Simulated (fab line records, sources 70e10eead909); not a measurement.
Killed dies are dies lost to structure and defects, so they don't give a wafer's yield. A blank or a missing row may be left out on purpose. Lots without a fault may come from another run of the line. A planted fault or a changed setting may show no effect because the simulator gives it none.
Problem report in the 8D (eight disciplines) form, filled by code | flow nand_harc | the parts of the form that need people (team, actions taken, sign-off) are left out

1. THE PROBLEM
killed_at_array at NHARC_END_SORT_01 reads a mean of 672 on 3 wafers of 2 lots; wafers without a fault read 59 with a standard deviation of 20. That is +31 standard deviations from the usual mean.
First seen on wafer L773.4, day 27 21:04, on prober-01. The record holds 5 wafers of 2 lots with a number at this step. Rule for "out", or "out of limits": more than 4 standard deviations from the usual mean. The other wafers with a number count as sound.

2. WHAT IT IS AND WHAT IT IS NOT
question                    | is                           | is not
which readings at this step | killed_at_array, killed_dies | killed_at_other, killed_at_periphery
which lots                  | L773, L775                   | -
which wafers of those lots  | L773.4, L775.4, L775.5       | L773.1, L773.2
read on which gauges        | prober-01, prober-02         | -
when                        | from day 27 21:04            | up to then (2 sound wafers)

3. SUSPECTS, AND WHAT RULES EACH OUT
Counting: a tool at a process step up to the reading stays a suspect if it ran every lot that is out. Sound lots after the first of them don't rule it out here, since some wafers of a struck lot are sound.
- the gauge at NHARC_END_SORT_01: ruled out. The wafers that are out were read on 2 gauges (prober-01, prober-02).
- har_etch-01 at NHARC_A_CHANNEL_HOLE_D2_ETCH_26 (etches the open film in C4F8/O2/Ar, time 224.1 s, target depth 300 nm): kept. It ran every lot that is out, first L773 (day 17 00:55).
- rie_diel-10 at NHARC_A_CHANNEL_FILL_D2_ETCHBACK_20 (etches the open film in C4F8/O2/Ar, target depth 27 nm, time 13.5 s): kept. It ran every lot that is out, first L773 (day 18 05:54). Its own readings are out on those wafers: run_length_s.
Left after counting: har_etch-01 at NHARC_A_CHANNEL_HOLE_D2_ETCH_26, rie_diel-10 at NHARC_A_CHANNEL_FILL_D2_ETCHBACK_20.

4. THE CAUSE (what the simulator had put in)
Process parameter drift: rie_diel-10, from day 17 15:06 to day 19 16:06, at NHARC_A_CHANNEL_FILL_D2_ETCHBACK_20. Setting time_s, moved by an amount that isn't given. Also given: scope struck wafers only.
Counting left 2 suspects, and this tool is among them.

5. THE CHAIN OF EFFECTS, in route order
Each row: a reading whose mean over the struck wafers that have a number lies more than 3 standard deviations from the usual. Only readings for which the record gives a usual standard deviation are gone through. hours: the time from each lot's start at the first step in this table that gives one to its start at this step, as a median over the lots. sigmas: the change in usual standard deviations.
hours | step                                | reading         | usual  | on struck wafers | change | sigmas
0     | NHARC_A_CHANNEL_FILL_D2_ETCHBACK_20 | run_length_s    | 34.7 s | 26.4             | -8.3   | -22
234   | NHARC_END_SORT_01                   | killed_at_array | 59     | 672              | +613   | +31
234   | NHARC_END_SORT_01                   | killed_dies     | 63     | 677              | +614   | +31
The process steps in it:
- NHARC_A_CHANNEL_FILL_D2_ETCHBACK_20: etches the open film in C4F8/O2/Ar, target depth 27 nm, time 13.5 s.

6. WHAT WOULD HAVE CAUGHT IT SOONER
In this record the first reading out of limits at a measuring or inspecting step was taken at day 27 21:04, 246 hours after the fault began at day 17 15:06.
The tool's own readings at NHARC_A_CHANNEL_FILL_D2_ETCHBACK_20 were out on every struck wafer that the step has a row for (run_length_s): an alarm limit on them would have fired on the first of those.
All the lots that are out (2) had begun NHARC_A_CHANNEL_FILL_D2_ETCHBACK_20 on rie_diel-10 by day 27 21:04. A hold on the tool at that time would have spared none of them.
